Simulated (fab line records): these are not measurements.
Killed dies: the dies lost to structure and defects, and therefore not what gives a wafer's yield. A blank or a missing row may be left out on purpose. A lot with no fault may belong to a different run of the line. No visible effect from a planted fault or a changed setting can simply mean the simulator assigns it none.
fab line records	flow nand_harc
record: lots: 24	wafers: 72	last_day: 33
route steps=1302 shown A_STAIRCASE@853 A_SGD_CUT@902
lots untouched by any fault: they come from a run of this same line in which no faults occurred
start_h: the number of hours between the record's first day and the start of the first shown wafer of the lot	wait_h: time in hours since the lot's previous step	" identical to the entry in the row above	L1.1+2: a row that stands for several wafers	- no value, or no start was given	* or withheld: withheld	< > ~ a bound
route shown NAME@n: NAME is a module with steps in the file, n the number in the route of the first one	usual: mean/standard deviation taken from wafers without a fault	same: alike in all rows	chamber/n: place in a boat	sites: per-site readings	_std_site: standard deviation across them	_edge_site: inner sites' mean taken away from outer sites' mean	radius_mm: for every site, how far away it sits from the centre of the wafer	mask NAME#n: copy n	behind: the most recent tool/chamber to have shaped the wafer	hold: reason for holding the lot/hours on hold/outcome of the hold	device: transistor that didn't switch, given as n, p or np	end of line: tests run on the same wafers once the route is complete	a step given without rows: its recipe and nothing more	killed: the dies lost at the first sort to structure and to defects; this is not the yield of the wafer	map: a wafer's dies, x killed, . not, _ none there
set.NAME: the setting that was run; set.NAME@STEP: the one run at that earlier step	model.NAME: the simulator's own value behind a step, which no gauge read
steps of the route over a sample of lots; a table a step, a row a wafer
services: from which hour (start_h, from the record's first day; less than 0 if before it) a tool's chamber was out of use, for how many hours, and why
== steps ==
step: NHARC_A_STAIRCASE_DEP_322
recipe: target_thk_a: 72000	temp_c: 400	target_thk_nm: 7200	teos_flow_sccm: 200	rf_w: 500	material: SiO2
usual: heater_power_w: 632/110
lot.wafer	tool	chamber	start_h	wait_h	heater_power_w
L074.1	pecvd-04	2	418.92	0.2	603
L074.6	"	2	"	"	524
L074.5	"	0	"	"	702
L075.1	pecvd-01	2	427.81	0.2	643
L075.6	"	2	"	"	532
L075.5	"	0	"	"	644
L076.3	pecvd-04	1	440.54	0.1	624
L076.6	"	1	"	"	510
L076.5	"	2	"	"	515
L077.1	pecvd-01	0	440.73	0.3	731
L077.4	"	1	"	"	533
L077.6	"	2	"	"	541
L079.1	pecvd-03	0	453.58	0.1	773
L079.2	"	2	"	"	549
L079.5	"	0	"	"	748
L078.1	pecvd-01	2	453.85	0.3	531
L078.4	"	0	"	"	630
L078.5	"	1	"	"	521
L080.3	pecvd-04	2	465.18	0.1	575
L080.2	"	1	"	"	597
L080.4	"	1	"	"	531
L081.3	pecvd-04	2	488.60	0.3	638
L081.4	"	0	"	"	666
L081.6	"	2	"	"	522
L082.5	pecvd-04	0	498.01	0.3	673
L082.4	"	1	"	"	540
L082.6	"	2	"	"	506
L083.1	pecvd-03	1	498.12	0.5	789
L083.2	"	2	"	"	505
L083.5	"	2	"	"	420
L084.2	pecvd-01	0	514.15	0.1	739
L084.3	"	2	"	"	611
L084.6	"	1	"	"	574
L087.3	pecvd-04	1	525.44	0.2	675
L087.4	"	0	"	"	656
L087.5	"	2	"	"	518
L086.3	pecvd-03	0	525.55	0.3	731
L086.5	"	2	"	"	429
L086.6	"	0	"	"	747
L085.4	pecvd-01	2	525.64	0.4	569
L085.6	"	0	"	"	660
L085.5	"	1	"	"	573
L089.1	pecvd-04	2	550.21	0.3	593
L089.6	"	0	"	"	683
L089.4	"	2	"	"	510
L088.2	pecvd-04	1	554.89	0.3	580
L088.5	"	0	"	"	665
L088.4	"	1	"	"	535
L091.1	pecvd-01	2	568.88	0.2	574
L091.3	"	0	"	"	738
L091.6	"	1	"	"	584
L090.3	pecvd-01	1	577.62	0.1	657
L090.6	"	1	"	"	572
L090.5	"	2	"	"	552
L092.3	pecvd-03	1	593.21	0.2	663
L092.4	"	0	"	"	790
L092.6	"	2	"	"	421
L093.1	pecvd-03	1	600.11	0.1	649
L093.2	"	2	"	"	505
L093.3	"	0	"	"	958
L095.2	pecvd-01	0	616.10	0.1	798
L095.1	"	2	"	"	609
L095.4	"	0	"	"	675
L094.5	pecvd-04	1	616.39	0.4	530
L094.4	"	2	"	"	512
L094.6	"	0	"	"	686
L096.3	pecvd-01	0	635.00	0.3	743
L096.5	"	1	"	"	582
L096.4	"	0	"	"	662
L097.6	pecvd-03	0	635.03	0.4	765
L097.5	"	1	"	"	634
L097.4	"	2	"	"	418
step: NHARC_A_STAIRCASE_STRIP_475
recipe: time_s: 20	o2_flow_sccm: 500	ar_flow_sccm: 0	bias_w: 0	chemistry: O2
usual: drypump_motor_current_A: 6.0/0.38	oes_product_au: 0.997/0.0084	rf_vpp_V: 57.8/0.89	showerhead_plenum_p_Torr: 3.52/0.16	throttle_valve_pct: 17.038/0.0095
same: bias_w: 0
lot.wafer	tool	chamber	start_h	wait_h	drypump_motor_current_A	oes_product_au	rf_hours_counter_h	rf_vpp_V	showerhead_plenum_p_Torr	throttle_valve_pct
L074.1	rie_diel-02	0	-	-	5.6	0.999	17	57.9	3.52	17.069
L074.5	"	0	"	"	5.6	1.003	-	58.0	3.52	17.026
L074.6	"	1	"	"	5.8	1.009	-	58.2	3.67	17.040
L075.1	rie_diel-03	2	453.40	0.2	6.7	0.988	60	57.4	3.77	17.027
L075.6	"	0	"	"	6.3	0.992	-	56.4	3.37	17.033
L075.5	"	2	"	"	6.7	1.000	-	59.3	3.77	17.051
L076.3	rie_diel-11	1	-	-	5.5	1.006	12	57.8	3.48	17.030
L076.6	"	0	"	"	5.8	0.986	-	56.2	3.54	17.035
L076.5	"	1	"	"	5.5	1.001	-	57.6	3.48	17.042
L077.4	rie_diel-11	2	-	-	5.7	1.006	12	56.1	3.29	17.028
L077.1	"	3	"	"	6.5	0.986	12	57.9	3.77	17.020
L077.6	"	0	"	"	5.8	0.992	-	57.2	3.54	17.025
L078.4	rie_diel-11	3	-	-	6.5	0.999	14	57.3	3.77	17.016
L078.1	"	1	"	"	5.5	0.995	16	58.1	3.48	17.038
L078.5	"	0	"	"	5.9	0.982	-	56.8	3.54	17.039
L079.2	rie_diel-11	2	-	-	5.7	0.998	15	58.0	3.29	17.039
L079.1	"	3	"	"	6.5	0.996	14	58.4	3.77	17.017
L079.5	"	2	"	"	5.7	1.001	-	57.0	3.29	17.034
L080.3	rie_diel-02	2	-	-	5.5	0.998	34	58.7	3.41	17.038
L080.4	"	3	"	"	5.8	0.980	35	58.4	3.76	17.044
L080.2	"	0	"	"	5.7	1.000	34	58.0	3.51	17.054
L081.3	rie_diel-03	3	-	-	6.3	0.994	15	57.6	3.44	17.036
L081.4	"	3	"	"	6.3	0.990	-	58.2	3.44	17.044
L081.6	"	2	"	"	6.7	0.989	-	57.5	3.77	17.035
L082.4	rie_diel-11	1	-	-	5.5	0.993	29	58.3	3.47	17.046
L082.5	"	1	"	"	5.5	1.003	-	56.9	3.47	17.036
L082.6	"	2	"	"	5.7	1.012	-	55.6	3.28	17.033
L083.2	rie_diel-03	3	522.26	0.2	6.3	0.993	17	57.0	3.44	17.016
L083.1	"	0	"	"	6.4	0.996	20	57.8	3.36	17.041
L083.5	"	2	"	"	6.7	0.995	-	58.2	3.76	17.044
L084.3	rie_diel-02	2	-	-	5.5	0.989	48	59.0	3.41	17.025
L084.2	"	0	"	"	5.6	0.990	51	58.1	3.50	17.033
L084.6	"	2	"	"	5.6	0.999	-	57.7	3.41	17.039
L086.3	rie_diel-02	3	-	-	5.8	0.989	57	57.9	3.74	17.045
L086.5	"	2	"	"	5.6	0.995	-	58.0	3.40	17.052
L086.6	"	3	"	"	5.8	0.983	-	58.7	3.74	17.034
L085.4	rie_diel-11	3	-	-	6.5	0.995	37	59.4	3.76	17.050
L085.6	"	1	"	"	5.5	0.999	-	58.1	3.47	17.024
L085.5	"	2	"	"	5.7	1.004	-	56.5	3.28	17.052
L087.3	rie_diel-03	0	-	-	6.4	1.003	28	57.3	3.36	17.043
L087.4	"	2	"	"	6.7	0.995	28	58.6	3.76	17.048
L087.5	"	0	"	"	6.4	0.995	-	58.2	3.36	17.032
L089.4	rie_diel-03	3	-	-	6.3	0.987	34	56.7	3.43	17.040
L089.1	"	2	"	"	6.7	0.990	34	56.6	3.75	17.042
L089.6	"	3	"	"	6.3	0.986	-	57.2	3.43	17.033
L088.2	rie_diel-03	0	-	-	6.4	1.007	36	57.0	3.35	17.043
L088.4	"	3	"	"	6.3	0.992	36	58.7	3.43	17.045
L088.5	"	0	"	"	6.4	1.004	-	57.5	3.35	17.036
L091.1	rie_diel-02	3	-	-	5.8	0.990	7	59.7	3.74	17.045
L091.3	"	1	"	"	5.8	1.007	4	58.8	3.65	17.034
L091.6	"	3	"	"	5.8	0.993	-	58.9	3.74	17.038
L090.3	rie_diel-02	1	-	-	5.8	1.011	7	57.6	3.65	17.036
L090.6	"	1	"	"	5.8	1.003	-	57.2	3.64	17.039
L090.5	"	2	"	"	5.5	1.003	-	57.2	3.40	17.026
L092.4	rie_diel-03	1	-	-	6.1	0.997	55	58.6	3.31	17.034
L092.3	"	3	"	"	6.3	0.987	47	58.7	3.42	17.028
L092.6	"	1	"	"	6.1	1.002	-	56.2	3.31	17.048
L093.3	rie_diel-02	1	-	-	5.8	0.997	14	58.9	3.64	17.043
L093.1	"	2	"	"	5.6	0.988	15	56.5	3.39	17.015
L093.2	"	3	"	"	5.8	0.991	21	59.2	3.73	17.038
L094.4	rie_diel-11	2	-	-	5.7	0.995	6	59.4	3.80	17.029
L094.6	"	3	"	"	6.5	1.008	-	60.3	3.74	17.046
L094.5	"	0	"	"	5.8	1.010	-	57.2	3.51	17.027
L095.4	rie_diel-11	0	-	-	5.8	1.007	7	57.5	3.51	17.049
L095.1	"	1	"	"	5.5	1.006	6	57.4	3.45	17.033
L095.2	"	2	"	"	5.7	0.995	6	58.1	3.81	17.036
L097.4	rie_diel-03	0	-	-	6.4	0.983	5	57.3	3.34	17.042
L097.5	"	1	"	"	6.0	0.992	-	57.4	3.31	17.045
L097.6	"	2	"	"	6.6	0.996	-	58.2	3.74	17.029
L096.3	rie_diel-02	3	-	-	5.8	0.984	38	57.7	3.72	17.039
L096.4	"	0	"	"	5.6	0.998	35	58.8	3.48	17.036
L096.5	"	1	"	"	5.8	1.012	-	57.2	3.63	17.045
step: NHARC_A_STAIRCASE_INSPECT_155
usual: raw_defect_count: 414/140
lot.wafer	tool	chamber	start_h	wait_h	raw_defect_count
L074.1	defect_inspect-02	-	447.24	0.1	346
L074.5	"	-	"	"	511
L074.6	"	-	"	"	287
L075.1	defect_inspect-02	-	454.12	0.1	662
L075.5	"	-	"	"	480
L075.6	"	-	"	"	667
L076.3	defect_inspect-01	-	467.14	0.1	553
L076.5	"	-	"	"	516
L076.6	"	-	"	"	503
L077.1	defect_inspect-02	-	469.84	0.1	494
L077.4	"	-	"	"	422
L077.6	"	-	"	"	441
L078.1	defect_inspect-01	-	477.19	0.1	473
L078.4	"	-	"	"	537
L078.5	"	-	"	"	484
L079.1	defect_inspect-02	-	477.42	0.1	620
L079.2	"	-	"	"	501
L079.5	"	-	"	"	476
L080.2	defect_inspect-01	-	487.24	0.1	336
L080.3	"	-	"	"	372
L080.4	"	-	"	"	426
L081.3	defect_inspect-01	-	519.59	0.1	374
L081.4	"	-	"	"	643
L081.6	"	-	"	"	343
L082.4	defect_inspect-02	-	522.49	0.1	222
L082.5	"	-	"	"	233
L082.6	"	-	"	"	275
L083.1	defect_inspect-02	-	522.98	0.1	237
L083.2	"	-	"	"	253
L083.5	"	-	"	"	287
L084.2	defect_inspect-02	-	536.25	0.1	412
L084.3	"	-	"	"	291
L084.6	"	-	"	"	376
L086.3	defect_inspect-01	-	548.77	0.1	380
L086.5	"	-	"	"	675
L086.6	"	-	"	"	489
L085.4	defect_inspect-01	-	548.93	0.1	313
L085.5	"	-	"	"	227
L085.6	"	-	"	"	241
L087.3	defect_inspect-02	-	549.01	0.1	548
L087.4	"	-	"	"	425
L087.5	"	-	"	"	385
L089.1	defect_inspect-01	-	572.64	0.1	335
L089.4	"	-	"	"	277
L089.6	"	-	"	"	423
L088.2	defect_inspect-01	-	580.06	0.1	550
L088.4	"	-	"	"	431
L088.5	"	-	"	"	285
L091.1	defect_inspect-01	-	596.37	0.1	526
L091.3	"	-	"	"	473
L091.6	"	-	"	"	277
L090.3	defect_inspect-01	-	603.43	0.1	348
L090.5	"	-	"	"	443
L090.6	"	-	"	"	379
L092.3	defect_inspect-01	-	623.35	0.1	942
L092.4	"	-	"	"	467
L092.6	"	-	"	"	459
L093.1	defect_inspect-02	-	625.69	0.1	381
L093.2	"	-	"	"	481
L093.3	"	-	"	"	454
L094.4	defect_inspect-02	-	639.48	0.1	337
L094.5	"	-	"	"	272
L094.6	"	-	"	"	271
L095.1	defect_inspect-01	-	639.68	0.1	224
L095.2	"	-	"	"	269
L095.4	"	-	"	"	206
L097.4	defect_inspect-02	-	657.09	0.1	302
L097.5	"	-	"	"	299
L097.6	"	-	"	"	360
L096.3	defect_inspect-01	-	657.34	0.1	458
L096.4	"	-	"	"	490
L096.5	"	-	"	"	406
step: NHARC_A_SGD_CUT_OVL_MEAS_10
usual: overlay_x_nm: 0.0/0.92	overlay_y_nm: 0.3/0.92
lot.wafer	tool	chamber	start_h	wait_h	overlay_x_nm	overlay_y_nm
L074.1	overlay-02	-	448.11	-	0.3	-0.2
L074.5	"	-	"	"	0.1	-0.1
L074.6	"	-	"	"	0.6	-0.5
L075.1	overlay-01	-	454.92	-	-1.5	0.1
L075.5	"	-	"	"	-1.1	1.0
L075.6	"	-	"	"	-1.3	0.6
L076.3	overlay-01	-	468.02	-	0.3	0.7
L076.5	"	-	"	"	1.1	1.0
L076.6	"	-	"	"	0.5	0.9
L077.1	overlay-02	-	470.60	-	-1.5	-0.7
L077.4	"	-	"	"	-1.1	-1.2
L077.6	"	-	"	"	-1.5	-1.2
L078.1	overlay-01	-	478.30	-	0.8	0.9
L078.4	"	-	"	"	1.0	1.5
L078.5	"	-	"	"	0.9	1.0
L079.1	overlay-02	-	478.32	-	-1.3	0.7
L079.2	"	-	"	"	-0.8	0.9
L079.5	"	-	"	"	-0.6	0.6
L080.2	overlay-02	-	487.99	-	0.6	-0.1
L080.3	"	-	"	"	1.0	0.1
L080.4	"	-	"	"	0.5	0.0
L081.3	overlay-02	-	520.49	-	-0.7	-0.9
L081.4	"	-	"	"	-0.6	-1.5
L081.6	"	-	"	"	0.0	-0.4
L082.4	overlay-01	-	523.38	-	1.1	-0.5
L082.5	"	-	"	"	1.4	-0.3
L082.6	"	-	"	"	1.0	0.0
L083.1	overlay-02	-	523.86	-	-0.4	0.8
L083.2	"	-	"	"	-0.8	0.6
L083.5	"	-	"	"	-1.7	0.8
L084.2	overlay-02	-	537.02	-	0.4	0.5
L084.3	"	-	"	"	-0.3	0.1
L084.6	"	-	"	"	0.0	0.2
L086.3	overlay-01	-	549.52	-	-0.2	-0.1
L086.5	"	-	"	"	-0.5	0.1
L086.6	"	-	"	"	0.2	0.5
L085.4	overlay-01	-	549.82	-	-0.2	1.4
L085.5	"	-	"	"	-0.4	1.8
L085.6	"	-	"	"	-0.2	1.5
L087.3	overlay-01	-	549.97	-	0.3	-0.5
L087.4	"	-	"	"	0.4	-0.7
L087.5	"	-	"	"	0.2	-0.8
L089.1	overlay-02	-	573.52	-	1.9	1.4
L089.4	"	-	"	"	2.2	1.6
L089.6	"	-	"	"	1.8	2.1
L088.2	overlay-02	-	580.94	-	1.0	-0.2
L088.4	"	-	"	"	0.6	-0.4
L088.5	"	-	"	"	0.8	0.4
L091.1	overlay-01	-	597.25	-	-0.8	-1.6
L091.3	"	-	"	"	-0.7	-1.4
L091.6	"	-	"	"	-0.8	-1.1
L090.3	overlay-02	-	604.31	-	0.6	0.6
L090.5	"	-	"	"	-0.1	0.7
L090.6	"	-	"	"	0.3	0.1
L092.3	overlay-01	-	624.23	-	0.6	0.9
L092.4	"	-	"	"	0.2	1.6
L092.6	"	-	"	"	0.0	1.3
L093.1	overlay-02	-	626.57	-	-0.4	0.4
L093.2	"	-	"	"	-0.8	-0.4
L093.3	"	-	"	"	-0.2	0.1
L094.4	overlay-02	-	640.41	-	-1.9	0.6
L094.5	"	-	"	"	-1.6	0.4
L094.6	"	-	"	"	-2.3	0.5
L095.1	overlay-01	-	640.58	-	0.5	1.6
L095.2	"	-	"	"	1.1	2.0
L095.4	"	-	"	"	0.8	2.2
L097.4	overlay-01	-	657.97	-	0.3	-1.0
L097.5	"	-	"	"	0.7	-1.0
L097.6	"	-	"	"	1.3	-0.4
L096.3	overlay-02	-	658.30	-	0.2	1.3
L096.4	"	-	"	"	-0.2	1.3
L096.5	"	-	"	"	-0.8	1.7
step: NHARC_A_SGD_CUT_INSPECT_11
usual: raw_defect_count: 53/24
lot.wafer	tool	chamber	start_h	wait_h	raw_defect_count
L074.1	defect_inspect-02	-	448.15	0.0	11
L074.5	"	-	"	"	7
L074.6	"	-	"	"	15
L075.1	defect_inspect-02	-	454.96	0.0	126
L075.5	"	-	"	"	128
L075.6	"	-	"	"	119
L076.3	defect_inspect-02	-	468.05	0.0	65
L076.5	"	-	"	"	66
L076.6	"	-	"	"	68
L077.1	defect_inspect-02	-	470.63	0.0	77
L077.4	"	-	"	"	76
L077.6	"	-	"	"	71
L078.1	defect_inspect-01	-	478.33	0.0	60
L078.4	"	-	"	"	62
L078.5	"	-	"	"	78
L079.1	defect_inspect-02	-	478.36	0.0	69
L079.2	"	-	"	"	74
L079.5	"	-	"	"	64
L080.2	defect_inspect-02	-	488.03	0.0	65
L080.3	"	-	"	"	64
L080.4	"	-	"	"	79
L081.3	defect_inspect-01	-	520.52	0.0	55
L081.4	"	-	"	"	61
L081.6	"	-	"	"	51
L082.4	defect_inspect-01	-	523.42	0.0	21
L082.5	"	-	"	"	26
L082.6	"	-	"	"	30
L083.1	defect_inspect-02	-	523.89	0.0	30
L083.2	"	-	"	"	24
L083.5	"	-	"	"	31
L084.2	defect_inspect-01	-	537.06	0.0	57
L084.3	"	-	"	"	57
L084.6	"	-	"	"	69
L086.3	defect_inspect-01	-	549.56	0.0	46
L086.5	"	-	"	"	34
L086.6	"	-	"	"	33
L085.4	defect_inspect-01	-	549.86	0.0	28
L085.5	"	-	"	"	29
L085.6	"	-	"	"	28
L087.3	defect_inspect-02	-	550.01	0.0	68
L087.4	"	-	"	"	64
L087.5	"	-	"	"	53
L089.1	defect_inspect-01	-	573.56	0.0	41
L089.4	"	-	"	"	51
L089.6	"	-	"	"	39
L088.2	defect_inspect-02	-	580.98	0.0	41
L088.4	"	-	"	"	67
L088.5	"	-	"	"	62
L091.1	defect_inspect-01	-	597.29	0.0	14
L091.3	"	-	"	"	15
L091.6	"	-	"	"	26
L090.3	defect_inspect-02	-	604.34	0.0	86
L090.5	"	-	"	"	87
L090.6	"	-	"	"	78
L092.3	defect_inspect-02	-	624.27	0.0	59
L092.4	"	-	"	"	52
L092.6	"	-	"	"	64
L093.1	defect_inspect-02	-	626.60	0.0	58
L093.2	"	-	"	"	64
L093.3	"	-	"	"	55
L094.4	defect_inspect-01	-	640.44	0.0	69
L094.5	"	-	"	"	73
L094.6	"	-	"	"	65
L095.1	defect_inspect-01	-	640.62	0.0	15
L095.2	"	-	"	"	10
L095.4	"	-	"	"	14
L097.4	defect_inspect-01	-	658.00	0.0	49
L097.5	"	-	"	"	66
L097.6	"	-	"	"	57
L096.3	defect_inspect-02	-	658.34	0.0	41
L096.4	"	-	"	"	36
L096.5	"	-	"	"	37
step: NHARC_A_SGD_CUT_ETCH_58
recipe: target_depth_a: 390	over_etch_frac: 0.3	time_s: 65	ion_energy_ev: 80	cf4_flow_sccm: 150	ar_flow_sccm: 0	rf_w: 300	bias_w: 100	chemistry: CF4
usual: bias_w: 99.99/0.29	drypump_motor_current_A: 5.9/0.42	oes_product_au: 0.999/0.0097	rf_vpp_V: 151.2/1.2	showerhead_plenum_p_Torr: 1.76/0.058	throttle_valve_pct: 13.283/0.0094
lot.wafer	tool	chamber	start_h	wait_h	bias_w	drypump_motor_current_A	oes_product_au	rf_hours_counter_h	rf_vpp_V	showerhead_plenum_p_Torr	throttle_valve_pct
L074.1	rie_diel-06	0	448.36	0.1	100.40	6.1	0.988	10	153.2	1.79	13.301
L074.6	"	3	"	"	99.68	5.9	0.986	-	153.3	1.78	13.270
L074.5	"	0	"	"	100.31	6.1	0.979	-	151.6	1.79	13.283
L075.1	rie_diel-01	2	455.12	0.1	100.13	4.9	1.014	5	151.2	1.72	13.266
L075.5	"	0	"	"	100.01	5.8	1.000	-	149.1	1.71	13.279
L075.6	"	1	"	"	100.11	6.5	0.994	-	151.3	1.72	13.288
L076.3	rie_diel-01	0	468.21	0.1	99.94	5.8	0.988	6	151.6	1.71	13.280
L076.5	"	3	"	"	99.62	6.2	1.001	-	152.6	1.85	13.288
L076.6	"	0	"	"	99.77	5.8	1.002	-	149.9	1.71	13.266
L077.4	rie_diel-07	2	470.79	0.1	99.55	5.6	1.004	8	147.9	1.69	13.272
L077.1	"	3	"	"	100.33	5.2	1.018	9	153.1	1.89	13.287
L077.6	"	2	"	"	100.08	5.6	0.992	-	149.0	1.69	13.282
L078.1	rie_diel-06	2	478.50	0.1	100.06	5.7	0.990	12	150.4	1.76	13.279
L078.4	"	0	"	"	100.14	6.1	0.991	13	151.5	1.79	13.282
L078.5	"	1	"	"	99.83	6.0	1.015	-	152.4	1.77	13.286
L079.1	rie_diel-06	0	478.53	0.1	99.76	6.1	0.984	13	152.1	1.79	13.275
L079.2	"	3	"	"	99.85	5.9	0.988	14	152.3	1.78	13.283
L079.5	"	1	"	"	100.60	6.0	1.010	-	150.7	1.77	13.279
L080.4	rie_diel-07	2	488.18	0.1	100.39	5.6	0.987	0	150.7	1.69	13.291
L080.3	"	3	"	"	100.27	5.3	1.008	0	152.5	1.89	13.274
L080.2	"	1	"	"	100.29	6.5	0.981	0	151.0	1.70	13.279
L081.3	rie_diel-06	0	520.67	0.1	100.26	6.1	1.005	1	150.2	1.79	13.290
L081.4	"	1	"	"	99.72	6.0	1.008	1	150.6	1.77	13.279
L081.6	"	0	"	"	100.21	6.2	1.010	-	152.9	1.79	13.276
L082.4	rie_diel-07	0	523.57	0.1	100.16	5.8	1.015	1	151.9	1.73	13.282
L082.5	"	3	"	"	99.60	5.3	0.998	-	153.7	1.88	13.287
L082.6	"	0	"	"	99.59	5.8	1.013	-	151.5	1.73	13.284
L083.2	rie_diel-06	0	524.05	0.1	99.66	6.2	1.001	1	151.8	1.79	13.283
L083.1	"	1	"	"	100.54	6.0	1.015	1	152.3	1.77	13.292
L083.5	"	3	"	"	100.36	5.9	1.002	-	151.3	1.77	13.292
L084.3	rie_diel-07	2	537.21	0.1	100.34	5.6	1.003	2	150.4	1.69	13.276
L084.2	"	3	"	"	99.92	5.2	1.019	2	152.4	1.88	13.282
L084.6	"	2	"	"	100.15	5.6	1.006	-	149.6	1.69	13.285
L086.3	rie_diel-01	2	549.72	0.1	100.27	4.9	1.008	10	150.1	1.72	13.290
L086.6	"	3	"	"	99.91	6.2	1.003	-	152.6	1.85	13.294
L086.5	"	0	"	"	99.93	5.8	0.997	-	150.6	1.71	13.290
L085.4	rie_diel-06	0	550.00	0.1	99.86	6.2	1.001	4	151.1	1.79	13.291
L085.5	"	0	"	"	99.87	6.1	0.990	-	152.2	1.79	13.280
L085.6	"	1	"	"	100.09	6.0	1.005	-	152.6	1.77	13.275
L087.3	rie_diel-07	1	550.17	0.1	99.74	6.5	0.979	2	149.4	1.70	13.275
L087.4	"	2	"	"	100.16	5.6	0.986	3	150.5	1.69	13.293
L087.5	"	3	"	"	100.21	5.2	1.000	-	153.3	1.88	13.286
L089.1	rie_diel-07	0	573.73	0.1	99.86	5.9	1.010	5	150.2	1.73	13.302
L089.4	"	0	"	"	99.94	5.8	1.002	-	150.8	1.73	13.278
L089.6	"	2	"	"	99.39	5.6	0.984	-	149.3	1.69	13.273
L088.2	rie_diel-01	1	581.13	0.1	99.69	6.5	0.990	1	151.0	1.72	13.275
L088.4	"	2	"	"	100.39	4.9	0.994	1	150.9	1.72	13.294
L088.5	"	1	"	"	99.54	6.5	0.993	-	151.8	1.72	13.278
L091.3	rie_diel-06	2	597.44	0.1	100.02	5.7	1.003	8	152.0	1.76	13.293
L091.1	"	1	"	"	99.33	6.0	1.002	7	151.8	1.77	13.274
L091.6	"	3	"	"	99.80	5.9	1.001	-	150.9	1.77	13.303
L090.3	rie_diel-06	1	604.50	0.1	100.06	6.0	1.010	8	149.8	1.77	13.279
L090.6	"	3	"	"	99.95	5.9	1.002	-	150.9	1.77	13.261
L090.5	"	0	"	"	99.73	6.1	1.008	-	152.2	1.79	13.292
L092.4	rie_diel-07	1	624.41	0.1	99.64	6.4	0.990	5	151.5	1.70	13.286
L092.3	"	2	"	"	99.92	5.6	0.996	6	151.3	1.69	13.271
L092.6	"	2	"	"	100.60	5.6	1.001	-	149.9	1.69	13.284
L093.3	rie_diel-01	2	626.75	0.1	100.01	4.9	0.998	4	150.7	1.71	13.291
L093.2	"	3	"	"	100.03	6.2	0.999	4	153.0	1.85	13.295
L093.1	"	1	"	"	99.41	6.5	0.995	3	151.1	1.72	13.280
L094.4	rie_diel-06	2	640.63	0.1	100.09	5.7	1.002	-	150.2	1.76	13.270
L094.6	"	0	"	"	100.33	6.2	0.978	-	151.2	1.79	13.289
L094.5	"	1	"	"	100.13	6.0	0.998	-	151.3	1.77	13.276
L095.4	rie_diel-01	3	640.76	0.1	99.85	6.2	1.002	5	152.5	1.85	13.282
L095.2	"	0	"	"	99.92	5.8	1.001	5	150.2	1.70	13.299
L095.1	"	1	"	"	99.78	6.5	1.012	5	151.0	1.72	13.279
L097.4	rie_diel-01	3	658.15	0.1	100.27	6.2	1.003	7	152.1	1.85	13.295
L097.6	"	3	"	"	99.59	6.2	0.981	-	152.4	1.85	13.298
L097.5	"	0	"	"	99.82	5.8	0.989	-	149.6	1.70	13.278
L096.4	rie_diel-07	3	658.49	0.1	100.23	5.3	1.000	0	152.5	1.88	13.277
L096.3	"	0	"	"	100.29	5.8	0.996	0	150.9	1.73	13.266
L096.5	"	2	"	"	100.22	5.6	1.007	-	149.7	1.69	13.285
== services ==
tool	chamber	start_h	hours	kind
rie_diel-11	0	426.88	5.3	repair
rie_diel-11	-	432.53	9.0	pm
rie_diel-03	1	437.05	22.3	repair
rie_diel-07	2	446.04	6.1	repair
rie_diel-07	-	446.50	0.3	repair
pecvd-04	-	450.00	13.0	pm
rie_diel-07	0	452.53	13.6	repair
rie_diel-06	3	457.93	9.1	repair
rie_diel-03	-	458.43	9.0	pm
rie_diel-07	-	471.24	9.0	pm
rie_diel-11	2	480.26	1.8	repair
rie_diel-06	-	484.20	9.0	pm
pecvd-01	-	492.27	13.0	pm
rie_diel-02	3	492.94	4.1	repair
pecvd-04	-	517.48	0.6	repair
rie_diel-07	2	556.51	6.6	repair
rie_diel-07	1	567.65	7.7	repair
rie_diel-02	-	570.93	9.0	pm
pecvd-04	-	572.33	1.0	repair
rie_diel-03	3	593.75	15.1	repair
pecvd-04	-	598.19	0.7	repair
rie_diel-06	0	604.93	7.4	repair
pecvd-04	-	631.02	13.0	pm
rie_diel-06	3	636.91	6.2	repair
== key ==
fault none
